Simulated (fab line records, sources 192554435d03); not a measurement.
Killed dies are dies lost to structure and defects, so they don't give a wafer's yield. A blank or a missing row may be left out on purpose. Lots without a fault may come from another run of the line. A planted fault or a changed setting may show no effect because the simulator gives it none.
Split-lot experiment | flow n5_finfet | 7 lots, 39 wafers read, on a route of 1938 steps

THE SPLIT
At N5_BEOL_M0_SAQP_CUT_ETCH_46 (etches SOC in N2/H2, target depth 135 nm, overetch 27 nm, time 202.5 s), the setting time_s was moved away from the recipe's 202.5 s on 18 of the 39 wafers read, by -58.5% to +50.0%. The other wafers ran this setting at the recipe's value.

The reading is taken at the split's own step.

THE READING
BEOL_M0_SAQP.cd_nm (the simulator's own value, which no gauge read), in nm, at N5_BEOL_M0_SAQP_CUT_ETCH_46 (etches SOC in N2/H2, target depth 135 nm, overetch 27 nm, time 202.5 s). The file gives no usual value for it. The 21 wafers here that ran the recipe average 30.2 nm, standard deviation 0.45 nm.

wafer  | tool, chamber at the split | time_s as run, s | against the recipe | BEOL_M0_SAQP.cd_nm, nm | against lot-mates on the recipe
L084.1 | rie_diel-01, 1             | 140.1            | -30.8%             | 29.4                   | -1.3
L084.5 | rie_diel-01, 1             | 140.1            | -30.8%             | 29.4                   | -1.3
L084.2 | rie_diel-01, 3             | 202.5            | recipe             | 31                     | -
L084.3 | rie_diel-01, 0             | 140.1            | -30.8%             | 29.2                   | -1.5
L084.4 | rie_diel-01, 2             | 202.5            | recipe             | 30.4                   | -
L084.6 | rie_diel-01, 0             | 202.5            | recipe             | 30.8                   | -
L085.1 | rie_diel-01, 3             | 298.1            | +47.2%             | 35.2                   | +4.9
L085.2 | rie_diel-01, 0             | 202.5            | recipe             | 30.2                   | -
L085.6 | rie_diel-01, 0             | 202.5            | recipe             | 30.2                   | -
L085.3 | rie_diel-01, 1             | 202.5            | recipe             | 30.6                   | -
L085.4 | rie_diel-01, 2             | 298.1            | +47.2%             | 34.2                   | +3.9
L085.5 | rie_diel-01, 1             | 298.1            | +47.2%             | 33.8                   | +3.5
L089.1 | rie_diel-02, 2             | 202.5            | recipe             | 29.8                   | -
L089.2 | rie_diel-02, 0             | 202.5            | recipe             | 30                     | -
L089.5 | rie_diel-02, 0             | 202.5            | recipe             | 29.6                   | -
L090.1 | rie_diel-03, 0,3           | 303.8            | +50.0%             | 35.4                   | +4.8
L090.2 | rie_diel-03, 0,3           | 303.8            | +50.0%             | 35.4                   | +4.8
L090.3 | rie_diel-03, 1             | 202.5            | recipe             | 30.2                   | -
L090.4 | rie_diel-03, 2             | 202.5            | recipe             | 30.8                   | -
L090.5 | rie_diel-03, 3             | 303.8            | +50.0%             | 34.6                   | +4.0
L090.6 | rie_diel-03, 2             | 202.5            | recipe             | 30.8                   | -
L091.1 | rie_diel-01, 1             | 92.23            | -54.5%             | 28.2                   | -2.3
L091.5 | rie_diel-01, 1             | 92.23            | -54.5%             | 28.2                   | -2.3
L091.2 | rie_diel-01, 3             | 202.5            | recipe             | 31                     | -
L091.3 | rie_diel-01, 0             | 202.5            | recipe             | 30.4                   | -
L091.4 | rie_diel-01, 2             | 92.23            | -54.5%             | 28.6                   | -1.9
L091.6 | rie_diel-01, 2             | 202.5            | recipe             | 30                     | -
L092.1 | rie_diel-01, 0             | 84.04            | -58.5%             | 27.8                   | -1.9
L092.2 | rie_diel-01, 1             | 84.04            | -58.5%             | 27.8                   | -1.9
L092.3 | rie_diel-01, 2             | 84.04            | -58.5%             | 27.4                   | -2.3
L092.4 | rie_diel-01, 1             | 202.5            | recipe             | 29.8                   | -
L092.5 | rie_diel-01, 2             | 202.5            | recipe             | 29.6                   | -
L092.6 | rie_diel-01, 0             | 202.5            | recipe             | 29.8                   | -
L093.1 | rie_diel-01, 1             | 125.9            | -37.8%             | 28.6                   | -1.5
L093.2 | rie_diel-01, 2             | 202.5            | recipe             | 29.6                   | -
L093.3 | rie_diel-01, 3             | 125.9            | -37.8%             | 28.8                   | -1.3
L093.4 | rie_diel-01, 0             | 202.5            | recipe             | 30.2                   | -
L093.5 | rie_diel-01, 3             | 202.5            | recipe             | 30.4                   | -
L093.6 | rie_diel-01, 0             | 125.9            | -37.8%             | 28.6                   | -1.5
Where a row lists several chambers, the file gives one row for several wafers and doesn't say which wafer went through which chamber.

THE FIT
A straight line over all 39 wafers: BEOL_M0_SAQP.cd_nm changes by +0.0615 nm for each +1% of time_s; r = +0.93; the points scatter about the line by 0.77 nm.
The same after taking each lot's own level away (the mean of its wafers on the recipe; 39 wafers): +0.0589 nm for each +1%; r = +0.94; scatter 0.69 nm.
On that fit, the largest move of time_s shifts the reading by 3.4 nm.
The lots' own levels span 29.73 to 30.73 nm, that is 2.2 times the standard deviation above.
So the lot-to-lot level changes the slope little: the two slopes agree.
Check: with one of the wafers moved furthest among these (-58.5%) left out of the fit, the line predicts -3.04 nm for it against its lot-mates. It came out at -1.93 nm against them.

THE WHOLE CHAIN: every reading that the file lists as answering this split, in the file's order
step                        | what it does                                                           | reading                                                                               | change (the file's fit)                | r (the file's)
N5_BEOL_M0_SAQP_CUT_ETCH_46 | etches SOC in N2/H2, target depth 135 nm, overetch 27 nm, time 202.5 s | SiARC_of_BEOL_M0_SAQP_COAT_72.thk_nm (the simulator's own value, which no gauge read) | -0.105 nm for each +1% of the setting  | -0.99
N5_BEOL_M0_SAQP_CUT_ETCH_46 | etches SOC in N2/H2, target depth 135 nm, overetch 27 nm, time 202.5 s | BEOL_M0_SAQP.cd_nm (the simulator's own value, which no gauge read)                   | +0.0557 nm for each +1% of the setting | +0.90

THE FILE'S OWN FIT
BEOL_M0_SAQP.cd_nm changes by +0.0557 nm for each +1% of time_s, r = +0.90.
